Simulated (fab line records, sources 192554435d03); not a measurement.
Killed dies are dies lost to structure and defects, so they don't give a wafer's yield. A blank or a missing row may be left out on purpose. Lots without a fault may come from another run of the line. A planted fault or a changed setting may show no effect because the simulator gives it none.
Which tool did it? | flow n5_finfet | 11 lots, 33 wafers sampled, at 4 steps of a route of 1938

WHAT THE GAUGES READ, wafer by wafer
The record holds no reading of a measuring or inspecting step that can be judged against a usual standard deviation.

WHICH TOOL RAN EACH LOT (tool, then ch and the chambers of the sampled wafers, then the start)
lot  | N5_BEOL_M4_SPUTTER_90        | N5_PASSIVATION_VIA_ETCH_13         | N5_PASSIVATION_STRIP_48            | N5_PASSIVATION_PROBE_49
L640 | pvd_sputter-02, day 8 11:07  | rie_diel-03 ch 0,1,2, day 12 16:56 | rie_diel-05 ch 0,1,3, day 13 00:56 | -
L641 | pvd_sputter-02, day 8 16:44  | rie_diel-03 ch 0,1, day 12 17:50   | rie_diel-02 ch 2,3, day 13 01:35   | -
L642 | pvd_sputter-02, day 8 18:37  | rie_diel-01 ch 2,3, day 13 07:58   | rie_diel-05 ch 0,1,3, day 13 11:58 | prober-02, day 13 15:10
L645 | pvd_sputter-01, day 9 14:38  | rie_diel-03 ch 1,3, day 13 12:35   | rie_diel-05 ch 0,1,3, day 13 16:53 | -
L643 | pvd_sputter-01, day 9 16:28  | rie_diel-01 ch 0,1, day 14 05:40   | rie_diel-04 ch 0,1,2, day 14 09:44 | -
L644 | pvd_sputter-03, day 9 18:56  | rie_diel-06 ch 0,2, day 14 09:30   | rie_diel-02 ch 0,1,2, day 14 13:23 | -
L648 | pvd_sputter-02, day 10 20:28 | rie_diel-03 ch 1,2,3, day 15 02:43 | rie_diel-05 ch 0,1,2, day 15 07:24 | -
L649 | pvd_sputter-01, day 12 01:19 | rie_diel-06 ch 0,1, day 16 08:16   | rie_diel-02 ch 1,2,3, day 16 12:24 | prober-02, day 16 14:53
L658 | pvd_sputter-03, day 13 12:22 | rie_diel-01 ch 1,2,3, day 18 06:48 | rie_diel-02 ch 1,2, day 18 12:08   | -
L660 | pvd_sputter-02, day 13 15:35 | rie_diel-03 ch 0,1,2, day 18 04:57 | rie_diel-02 ch 0,1, day 18 10:33   | -
L661 | pvd_sputter-02, day 13 23:41 | rie_diel-03 ch 1,2,3, day 18 10:27 | rie_diel-05 ch 0,1,3, day 18 15:46 | -
- N5_BEOL_M4_SPUTTER_90: material Cu, target thk 4.5 nm, time 8.29 s.
- N5_PASSIVATION_VIA_ETCH_13: etches SiO2 in CHF3/O2, target depth 660 nm, time 330 s.
- N5_PASSIVATION_STRIP_48: strips in O2.
- N5_PASSIVATION_PROBE_49

WHAT THE TOOLS THEMSELVES READ (means of the sampled wafers that have a number; where no wafer has one, the mark that the record gives instead)
N5_BEOL_M4_SPUTTER_90. Usual: throttle_valve_pct 30.0 %, standard deviation 1.1.
lot  | tool           | throttle_valve_pct (%) | flag
L640 | pvd_sputter-02 | 30.5                   |
L641 | pvd_sputter-02 | 29.9                   |
L642 | pvd_sputter-02 | 30.1                   |
L645 | pvd_sputter-01 | 29.0                   |
L643 | pvd_sputter-01 | 29.8                   |
L644 | pvd_sputter-03 | 30.3                   |
L648 | pvd_sputter-02 | 30.7                   |
L649 | pvd_sputter-01 | 29.4                   |
L658 | pvd_sputter-03 | 30.5                   |
L660 | pvd_sputter-02 | 30.8                   |
L661 | pvd_sputter-02 | 29.9                   |

N5_PASSIVATION_VIA_ETCH_13. Usual: O2_flow_sccm 5.001 sccm, standard deviation 0.017; drypump_motor_current_A 5.50 A, standard deviation 0.25; etch_rf_on_time_s 235 s, standard deviation 5; oes_ar_750_au 0.80 a.u., standard deviation 0.091; oes_product_au 0.73 a.u., standard deviation 0.089; rf_vpp_V 524 V, standard deviation 5.9; showerhead_plenum_p_Torr 2.37 Torr, standard deviation 0.078; throttle_valve_pct 18.9 %, standard deviation 0.3.
lot  | tool        | O2_flow_sccm (sccm) | drypump_motor_current_A (A) | etch_rf_on_time_s (s) | oes_ar_750_au (a.u.) | oes_product_au (a.u.) | rf_vpp_V (V) | showerhead_plenum_p_Torr (Torr) | throttle_valve_pct (%) | flag
L640 | rie_diel-03 | 5.009               | 5.36                        | 236                   | 0.73                 | 0.65                  | 519          | 2.34                            | 19.0                   |
L641 | rie_diel-03 | 5.016               | 5.46                        | 242                   | 0.73                 | 0.65                  | 513          | 2.33                            | 18.8                   |
L642 | rie_diel-01 | 4.993               | 5.66                        | 237                   | 0.72                 | 0.65                  | 522          | 2.34                            | 18.8                   |
L645 | rie_diel-03 | 4.982               | 5.54                        | 232                   | 0.89                 | 0.80                  | 523          | 2.31                            | 18.7                   |
L643 | rie_diel-01 | 5.006               | 5.41                        | 236                   | 0.73                 | 0.65                  | 526          | 2.45                            | 19.0                   |
L644 | rie_diel-06 | 4.981               | 5.77                        | 240                   | 0.78                 | 0.71                  | 530          | 2.48                            | 18.6                   |
L648 | rie_diel-03 | 5.006               | 5.40                        | 238                   | 0.79                 | 0.71                  | 524          | 2.33                            | 19.0                   |
L649 | rie_diel-06 | 5.008               | 5.82                        | 233                   | 0.81                 | 0.74                  | 526          | 2.43                            | 18.7                   |
L658 | rie_diel-01 | 5.001               | 5.64                        | 235                   | 0.85                 | 0.76                  | 525          | 2.37                            | 18.7                   |
L660 | rie_diel-03 | 4.992               | 5.39                        | 232                   | 0.78                 | 0.71                  | 520          | 2.32                            | 18.9                   |
L661 | rie_diel-03 | 5.010               | 5.41                        | 238                   | 0.75                 | 0.69                  | 525          | 2.31                            | 19.0                   |

N5_PASSIVATION_STRIP_48. Usual: drypump_motor_current_A 5.9 A, standard deviation 0.37; oes_product_au 0.80 a.u., standard deviation 0.081; rf_vpp_V 3.9 V, standard deviation 2.4; showerhead_plenum_p_Torr 2.12 Torr, standard deviation 0.1; throttle_valve_pct 16.58 %, standard deviation 0.19.
lot  | tool        | drypump_motor_current_A (A) | oes_product_au (a.u.) | rf_vpp_V (V) | showerhead_plenum_p_Torr (Torr) | throttle_valve_pct (%) | flag
L640 | rie_diel-05 | 5.8                         | 0.79                  | 4.4          | 2.07                            | 16.63                  |
L641 | rie_diel-02 | 6.2                         | 0.83                  | 3.2          | 2.09                            | 16.50                  |
L642 | rie_diel-05 | 5.8                         | 0.78                  | 3.5          | 2.07                            | 16.68                  |
L645 | rie_diel-05 | 5.7                         | 0.79                  | 3.5          | 2.07                            | 16.64                  |
L643 | rie_diel-04 | 6.2                         | 0.84                  | 5.6          | 2.16                            | 16.50                  |
L644 | rie_diel-02 | 5.7                         | 0.82                  | 4.0          | 2.14                            | 16.57                  |
L648 | rie_diel-05 | 5.6                         | 0.76                  | 3.6          | 2.09                            | 16.67                  |
L649 | rie_diel-02 | 5.9                         | 0.76                  | 4.7          | 2.12                            | 16.62                  |
L658 | rie_diel-02 | 6.1                         | 0.81                  | 3.8          | 2.08                            | 16.60                  |
L660 | rie_diel-02 | 5.4                         | 0.75                  | 2.3          | 2.18                            | 16.64                  |
L661 | rie_diel-05 | 5.8                         | 0.74                  | 4.4          | 2.06                            | 16.66                  |

N5_PASSIVATION_PROBE_49. Usual: defect_limited_yield 91.0 %, standard deviation 1.5; killed_at_M0_to_M3 37, standard deviation 12; killed_at_M4_up 13, standard deviation 5; killed_at_contacts 13, standard deviation 6.1; killed_at_front_end 39, standard deviation 11; killed_at_other 4, standard deviation 3.2; killed_dies 106, standard deviation 17; killed_on_rim 13, standard deviation 4.2; killed_open 69, standard deviation 12; killed_short 35, standard deviation 7.9; sort_bin_5_function 5.3 %, standard deviation 1; sort_bin_6_memory 3.3 %, standard deviation 0.68; sort_n_pass 1074, standard deviation 17; sort_yield_pct 91.0 %, standard deviation 1.5.
lot  | tool      | defect_limited_yield (%) | killed_at_M0_to_M3 | killed_at_M4_up | killed_at_contacts | killed_at_front_end | killed_at_other | killed_dies | killed_on_rim | killed_open | killed_short | sort_bin_5_function (%) | sort_bin_6_memory (%) | sort_n_pass | sort_yield_pct (%) | flag
L642 | prober-02 | 92.5                     | 27                 | 9               | 15                 | 35                  | 2               | 89          | 14            | 59          | 28           | 4.6                     | 2.7                   | 1091        | 92.5               |
L649 | prober-02 | 87.5                     | 42                 | 44              | 12                 | 41                  | 8               | 147         | 18            | 66          | 43           | 7.7                     | 3.5                   | 1033        | 87.5               | OFF

THE ANSWER, worked out from the rows above alone
Rule: a lot is off if the mean of its wafers that have a number lies more than 3 standard deviations from the usual mean. A lot without any number at a reading at which 4 lots or more have one is off too. The other lots that the step has rows for count as sound. The gauges are gone through in route order, then the tools' own readings, and for those a lot's mean is taken as printed above. The first step at which some lot is off is used, and at that step the reading that is off furthest; a lot without a number counts as furthest.
Off: L649, at N5_PASSIVATION_PROBE_49 (killed_at_M4_up). Neither off nor sound, because the step has no rows for them: L640, L641, L645, L643, L644, L648, L658, L660, L661.
A tool fits if, at that step or a process step before it, it ran every lot that is off, and no sound lot after the first of them. Can't be told from this: 4 tools fit, pvd_sputter-01 at N5_BEOL_M4_SPUTTER_90, rie_diel-06 at N5_PASSIVATION_VIA_ETCH_13, rie_diel-02 at N5_PASSIVATION_STRIP_48, prober-02 at N5_PASSIVATION_PROBE_49.

WHAT THE SIMULATOR HAD PUT IN
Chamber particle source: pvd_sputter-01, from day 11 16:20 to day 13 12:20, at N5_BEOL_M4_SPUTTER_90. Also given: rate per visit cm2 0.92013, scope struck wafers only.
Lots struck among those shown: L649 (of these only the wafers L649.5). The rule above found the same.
